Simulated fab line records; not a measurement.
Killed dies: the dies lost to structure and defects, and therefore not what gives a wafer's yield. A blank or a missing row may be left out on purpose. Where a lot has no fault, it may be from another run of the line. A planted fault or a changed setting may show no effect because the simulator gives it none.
One fault through the eyes of 2 desks :: flow n5Finfet :: each desk has only its own numbers; what lay behind them comes last

## FROM THE METROLOGY DESK
What the gauges read for every lot (on any tool): the sampled wafers with a number, averaged. A lot is out of limits, marked OUT, if its mean lies more than 4 standard deviations from the usual mean; the brackets give that distance. Only the readings that lie furthest out on some lot appear, 7 of the 10 it has.
Columns: A = DIBL_N at N5_BEOL_M4_RC_MEAS_101, usual 35.9 mV/V; B = IOFF_N at N5_BEOL_M4_RC_MEAS_101, usual 0.16 nA/um; C = IOFF_P at N5_BEOL_M4_RC_MEAS_101, usual 0.21 nA/um; D = ION_P at N5_BEOL_M4_RC_MEAS_101, usual 464 uA/um; E = SS_N at N5_BEOL_M4_RC_MEAS_101, usual 71.5 mV/dec; F = VT_N at N5_BEOL_M4_RC_MEAS_101, usual 249 mV; G = VT_P at N5_BEOL_M4_RC_MEAS_101, usual -250 mV
lot: L456
first seen here: day 8 15:54
A: 35.6
B: 0.15
C: 0.19
D: 460
E: 71.6
F: 250
G: -252

lot: L462
first seen here: day 10 03:59
A: 36.0
B: 0.17
C: 0.23
D: 459
E: 71.8
F: 249
G: -247

lot: L463
first seen here: day 10 10:39
A: 35.0
B: 0.14
C: 0.17
D: 454
E: 71.2
F: 250
G: -252

lot: L466
first seen here: day 11 10:10
A: 34.7
B: 0.15
C: 0.22
D: 462
E: 70.8
F: 251
G: -247

lot: L468
first seen here: day 12 00:59
A: 36.3
B: 0.17
C: 0.23
D: 478
E: 71.2
F: 247
G: -248

lot: L470
first seen here: day 12 01:16
A: 34.3
B: 0.14
C: 0.18
D: 460
E: 71.2
F: 252
G: -252

lot: L473
first seen here: day 12 21:04
A: 34.6
B: 0.13
C: 0.16
D: 455
E: 70.8
F: 253
G: -255

lot: L475
first seen here: day 13 22:55
A: 34.0
B: 0.15
C: 0.23
D: 470
E: 72.1
F: 251
G: -249

lot: L476
first seen here: day 14 02:04
A: 36.0
B: 0.15
C: 0.20
D: 463
E: 71.6
F: 249
G: -252
This desk found nothing out of limits on any of the 9 lots.

## THE DEFECT DESK
Lot by lot, what the route's inspections counted, given as the mean of those sampled wafers with a number. A lot is out of limits, marked OUT, if its mean lies more than 4 standard deviations from the usual mean; the brackets give that distance.
Columns: A = rawDefectCount at N5_BEOL_M1_INSPECT_59, usual 66; B = rawDefectCount at N5_BEOL_M2_INSPECT_13, usual 386; C = rawDefectCount at N5_BEOL_M2_INSPECT_30, usual 388
lot: L456
first seen here: day 7 03:13
A: 43
B: 514
C: 506

lot: L462
first seen here: day 8 14:40
A: 1211 (+50) OUT
B: 1574 (+13) OUT
C: 1561 (+13) OUT

lot: L463
first seen here: day 8 20:34
A: 1220 (+50) OUT
B: 1516 (+12) OUT
C: 1539 (+13) OUT

lot: L466
first seen here: day 9 21:28
A: 96
B: 357
C: 367

lot: L468
first seen here: day 10 07:31
A: 74
B: 347
C: 341

lot: L470
first seen here: day 10 13:29
A: 92
B: 381
C: 396

lot: L473
first seen here: day 11 11:10
A: 36
B: 290
C: 301

lot: L475
first seen here: day 11 17:03
A: 75
B: 431
C: 417

lot: L476
first seen here: day 12 02:59
A: 74
B: 409
C: 417
This desk's finding: out of limits on L462, L463; first on L462, day 8 14:40 (rawDefectCount at N5_BEOL_M1_INSPECT_59). In limits: L456, L466, L468, L470, L473, L475, L476.

## BROUGHT TOGETHER
The defect desk could have raised an alarm at day 8 14:40, on L462, L463.
At the metrology desk, nothing out of limits was observed.
The metrology desk holds a record of L462, L463, inside its limits.
Of the lots named, all ran N5_BEOL_M1_PRE_CLEAN_56 on pecvd-01.

## WHAT THE SIMULATOR HAD INSERTED
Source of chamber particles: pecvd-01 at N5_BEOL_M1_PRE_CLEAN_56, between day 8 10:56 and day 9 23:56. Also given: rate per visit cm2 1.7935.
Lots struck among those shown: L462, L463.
Hours from the fault's start to each desk's first reading out of limits: the defect desk, 4.
